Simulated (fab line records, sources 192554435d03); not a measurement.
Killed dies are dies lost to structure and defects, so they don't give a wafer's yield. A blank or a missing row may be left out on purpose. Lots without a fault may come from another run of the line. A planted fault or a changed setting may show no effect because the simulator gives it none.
fab line records | flow n5_finfet | part 2 of 2: steps 22 to 32 of 32
record lots=5 wafers=15 last_day=20
route steps=1938 shown BEOL_M9@1401
lots that met no fault: from a run of the same line without faults
start_h: hours from the record's first day to the start of the lot's first wafer shown | wait_h: hours since the lot's step before | " the same as in the row above | L1.1+2: a row that stands for several wafers | - no value, or no start given | * or withheld: withheld | < > ~ a bound
route shown NAME@n: a module of which the file shows steps, and the number in the route of the first | usual: mean/standard deviation of fault-free wafers | same: alike in all rows | chamber/n: place in a boat | sites: the reading at each site | _std_site: their standard deviation | _edge_site: outer sites' mean less inner sites' | radius_mm: how far each site lies from the wafer's centre | mask NAME#n: copy n | behind: the tool/chamber that last shaped the wafer | hold: why the lot was held/for how many hours/how that ended | device: the transistor (n, p or np) that didn't switch | end of line: the same wafers' tests at the end of the route | a step without rows: its recipe alone | killed: dies lost to structure and defects at the first sort, not the wafer's yield | map: a wafer's dies, x killed, . not, _ none there
set.NAME: the setting as run; set.NAME@STEP: as run at that earlier step | model.NAME: the simulator's own value behind a step, which no gauge read
lots at some steps of the route; a table a step, a row a wafer
services: from which hour (start_h, from the record's first day; less than 0 if before it) a tool's chamber was out of use, for how many hours, and why
## steps
# step N5_BEOL_M9_HM_OPEN_17
# recipe chemistry=Cl2/BCl3 target_depth_a=200 overetch_a=60 target=TiN mask_material=SOC ion_energy_ev=150 pressure_mtorr=10 icp_w=1000 bias_w=126 Cl2_flow_sccm=53.25 bcl3_flow_sccm=21.75 Ar_flow_sccm=25
# usual drypump_motor_current_A=5.9/0.53 oes_product_au=0.71/0.058 throttle_valve_pct=21.97/0.23
# columns lot.wafer tool chamber start_h wait_h drypump_motor_current_A oes_product_au rf_hours_counter_h throttle_valve_pct
L074.1 rie_metal-01 1 247.81 0.0 6.1 0.67 39 21.83
L074.3 " 0 " " 6.8 0.79 - 22.05
L074.4 " 1 " " 6.2 0.67 - 21.83
L090.2 rie_metal-01 1 365.14 0.0 6.1 0.63 52 21.88
L090.3 " 0 " " 6.8 0.72 - 22.08
L090.6 " 0 " " 6.8 0.72 - 22.10
L091.2 rie_metal-02 0 374.84 0.0 5.6 0.76 8 21.88
L091.3 " 0 " " 5.6 0.76 - 21.85
L091.5 " 1 " " 6.0 0.66 - 22.42
L097.1 rie_metal-02 1 411.90 0.0 6.1 0.67 39 22.42
L097.2 " 0 " " 5.7 0.75 10 21.87
L097.3 " 0 " " 5.6 0.74 - 21.88
L094.2 rie_metal-02 0 413.48 0.0 5.6 0.74 10 21.87
L094.3 " 1 " " 6.0 0.68 - 22.43
L094.6 " 0 " " 5.6 0.76 - 21.86
# step N5_BEOL_M9_STRIP_19
# recipe chemistry=O2 power_w=400 temp_c=40 pressure_mtorr=30 rf_frequency_hz=6e+07 bias_power_w=0 overash_fraction=0.2 o2_flow_sccm=225
# usual drypump_motor_current_A=5.8/0.4 oes_product_au=0.77/0.085 rf_vpp_V=3.7/0.61 showerhead_plenum_p_Torr=2.09/0.065 temp_c=39.99/0.1 throttle_valve_pct=16.77/0.21
# columns lot.wafer tool chamber start_h wait_h drypump_motor_current_A oes_product_au rf_hours_counter_h rf_vpp_V showerhead_plenum_p_Torr temp_c throttle_valve_pct
L074.1 rie_diel-03 1 247.93 0.1 5.7 0.72 198 3.9 2.08 39.85 16.99
L074.3 " 3 " " 5.6 0.70 192 3.8 2.17 39.85 16.86
L074.4 " 2 " " 5.7 0.69 221 2.9 1.99 39.87 16.85
L090.2 rie_diel-02 3 365.25 0.1 5.9 0.68 235 4.0 1.99 39.95 16.75
L090.3 " 2 " " 6.1 0.80 118 3.6 2.03 39.83 16.77
L090.6 " 2 " " 6.1 0.79 - 4.2 2.03 39.95 16.77
L091.2 rie_diel-05 2 374.95 0.1 6.2 0.85 68 4.4 2.03 40.00 16.67
L091.3 " 0 " " 5.8 0.95 10 5.0 2.07 39.83 16.26
L091.5 " 1 " " 5.4 0.82 - 4.3 2.12 40.04 16.49
L097.1 rie_diel-03 0 412.01 0.1 5.9 0.75 155 4.5 2.17 40.15 16.75
L097.2 " 3 " " 5.5 0.67 235 3.7 2.16 39.98 16.93
L097.3 " 1 " " 5.7 0.69 235 3.5 2.06 40.05 17.06
L094.2 rie_diel-05 0 413.61 0.1 5.8 0.91 22 3.9 2.06 39.99 16.25
L094.3 " 1 " " 5.3 0.81 111 3.7 2.11 40.05 16.53
L094.6 " 3 " " 6.4 0.71 - 4.4 2.06 39.86 17.06
# step N5_BEOL_M9_CD_MEAS_18
# recipe pitch_nm=140 target_cd_nm=70
# usual cd_nm=69.9/0.48
# columns lot.wafer tool chamber start_h wait_h cd_nm
L074.1 cd_sem-01 - 248.00 0.0 70.0
L074.3 " - " " 69.9
L074.4 " - " " 70.1
L090.2 cd_sem-01 - 365.32 0.1 70.3
L090.3 " - " " 69.9
L090.6 " - " " 69.9
L091.2 cd_sem-02 - 375.02 0.1 70.1
L091.3 " - " " 70.0
L091.5 " - " " 70.4
L097.1 cd_sem-01 - 412.08 0.0 70.3
L097.2 " - " " 69.6
L097.3 " - " " 69.8
L094.2 cd_sem-02 - 413.68 0.1 70.7
L094.3 " - " " 69.7
L094.6 " - " " 69.8
# step N5_BEOL_M9_COAT_63
# recipe resist=SOC temp_c=250 time_s=60 spin_rpm=1500 resist_thk_nm=60
# usual spin_speed_rpm=1499.9/0.94
# columns lot.wafer tool chamber start_h wait_h spin_speed_rpm
L074.1 litho_track-04 0 251.64 3.6 1500.0
L074.3 " 0 " " 1500.9
L074.4 " 0 " " 1501.7
L090.2 litho_track-04 0 366.53 1.2 1500.5
L090.3 " 0 " " 1499.4
L090.6 " 0 " " 1500.5
L091.2 litho_track-05 0 377.93 2.9 1499.1
L091.3 " 0 " " 1498.7
L091.5 " 0 " " 1501.2
L097.1 litho_track-01 0 412.14 0.1 1499.5
L097.2 " 0 " " 1499.3
L097.3 " 0 " " 1499.3
L094.2 litho_track-04 0 413.73 0.0 1500.5
L094.3 " 0 " " 1500.2
L094.6 " 0 " " 1501.3
# step N5_BEOL_M9_COAT_64
# recipe resist=SiARC temp_c=220 time_s=60 spin_rpm=1500 resist_thk_nm=12
# usual spin_speed_rpm=1499.9/1
# columns lot.wafer tool chamber start_h wait_h spin_speed_rpm
L074.1 litho_track-04 0 - - 1498.8
L074.3 " 0 " " 1499.2
L074.4 " 0 " " 1499.7
L090.2 litho_track-04 0 - - 1499.0
L090.3 " 0 " " 1500.4
L090.6 " 0 " " 1499.5
L091.2 litho_track-05 0 - - 1500.0
L091.3 " 0 " " 1499.7
L091.5 " 0 " " 1499.2
L097.1 litho_track-01 0 - - 1499.9
L097.2 " 0 " " 1499.4
L097.3 " 0 " " 1499.3
L094.2 litho_track-04 0 - - 1501.1
L094.3 " 0 " " 1498.7
L094.6 " 0 " " 1499.0
# step N5_BEOL_M9_COAT_75
# recipe resist=underlayer temp_c=205 time_s=60 spin_rpm=1500 resist_thk_nm=5
# usual spin_speed_rpm=1499.9/0.98
# columns lot.wafer tool chamber start_h wait_h spin_speed_rpm
L074.1 litho_track-04 0 - - 1501.1
L074.3 " 0 " " 1501.3
L074.4 " 0 " " 1500.2
L090.2 litho_track-04 0 - - 1500.2
L090.3 " 0 " " 1499.4
L090.6 " 0 " " 1499.9
L091.2 litho_track-05 0 - - 1500.5
L091.3 " 0 " " 1497.4
L091.5 " 0 " " 1500.7
L097.1 litho_track-01 0 - - 1500.7
L097.2 " 0 " " 1500.6
L097.3 " 0 " " 1498.5
L094.2 litho_track-04 0 - - 1500.1
L094.3 " 0 " " 1500.4
L094.6 " 0 " " 1498.5
# step N5_BEOL_M9_COAT_22
# recipe resist=CAR-EUV spin_rpm=1500 resist_thk_nm=30
# usual spin_speed_rpm=1500.1/0.98
# columns lot.wafer tool chamber start_h wait_h spin_speed_rpm
L074.1 litho_track-04 0 - - 1499.0
L074.3 " 0 " " 1499.3
L074.4 " 0 " " 1498.7
L090.2 litho_track-04 0 - - 1500.2
L090.3 " 0 " " 1499.3
L090.6 " 0 " " 1499.2
L091.2 litho_track-05 0 - - 1499.7
L091.3 " 0 " " 1501.3
L091.5 " 0 " " 1499.4
L097.1 litho_track-01 0 - - 1500.9
L097.2 " 0 " " 1500.2
L097.3 " 0 " " 1499.9
L094.2 litho_track-04 0 - - 1499.7
L094.3 " 0 " " 1499.2
L094.6 " 0 " " 1500.6
# step N5_BEOL_M9_EBR_24
# recipe solvent=PGMEA ebr_width_mm=1.5
# columns lot.wafer tool chamber start_h wait_h
L074.1+3+4 litho_track-04 0 - -
L090.2+3+6 litho_track-04 0 - -
L091.2+3+5 litho_track-05 0 - -
L097.1+2+3 litho_track-01 0 - -
L094.2+3+6 litho_track-04 0 - -
# step N5_BEOL_M9_SOFTBAKE_23
# recipe temp_c=110 time_s=60 resist=CAR-EUV
# columns lot.wafer tool chamber start_h wait_h
L074.1+3+4 litho_track-04 0 - -
L090.2+3+6 litho_track-04 0 - -
L091.2+3+5 litho_track-05 0 - -
L097.1+2+3 litho_track-01 0 - -
L094.2+3+6 litho_track-04 0 - -
# step N5_BEOL_M9_EXPOSE_25
# recipe mask_id=V8 na=0.33 source_shape=annular sigma_inner=0.4 sigma_outer=0.8 polarization=unpolarized dose_mj=37.25
# columns lot.wafer tool chamber start_h wait_h mask
L074.1+3+4 euv_scanner-02 0 252.06 - V8#0
L090.2+3+6 euv_scanner-02 0 366.80 - V8#0
L091.2+3+5 euv_scanner-02 0 378.07 - V8#0
L097.1+2+3 euv_scanner-02 0 412.28 - V8#0
L094.2+3+6 euv_scanner-02 0 413.88 - V8#0
# step N5_BEOL_M9_PEB_26
# recipe peb_temp_c=100 peb_time_s=60 resist=CAR-EUV
# columns lot.wafer tool chamber start_h wait_h
L074.1+3+4 litho_track-05 0 252.13 0.1
L090.2+3+6 litho_track-01 0 366.86 0.0
L091.2+3+5 litho_track-04 0 378.13 0.0
L097.1+2+3 litho_track-04 0 412.34 0.1
L094.2+3+6 litho_track-05 0 413.93 0.0
## services
# columns tool chamber start_h hours kind
euv_scanner-02 - 227.47 2.0 repair
rie_diel-05 3 227.96 6.0 repair
rie_diel-05 1 229.85 2.6 repair
rie_diel-02 - 241.35 2.8 pm
rie_diel-05 0 249.90 1.2 repair
rie_diel-02 3 250.98 4.4 repair
rie_diel-03 3 251.86 6.5 repair
euv_scanner-02 - 262.06 1.0 pm
euv_scanner-02 - 264.95 0.5 repair
rie_diel-05 2 281.14 7.1 repair
rie_diel-02 0 294.77 12.3 repair
rie_diel-03 1 312.30 15.5 repair
rie_diel-05 3 315.21 3.1 repair
euv_scanner-02 - 318.21 1.0 pm
rie_diel-02 2 322.19 4.5 repair
rie_diel-03 - 327.21 28.1 pm
rie_diel-05 - 329.22 0.3 repair
rie_diel-02 - 332.96 1.8 repair
rie_diel-02 0 350.85 2.9 repair
rie_diel-02 - 368.45 4.3 pm
rie_diel-03 - 374.24 1.1 repair
rie_diel-05 3 381.29 7.0 repair
rie_diel-03 - 408.89 2.8 pm
rie_diel-02 - 412.46 0.3 repair
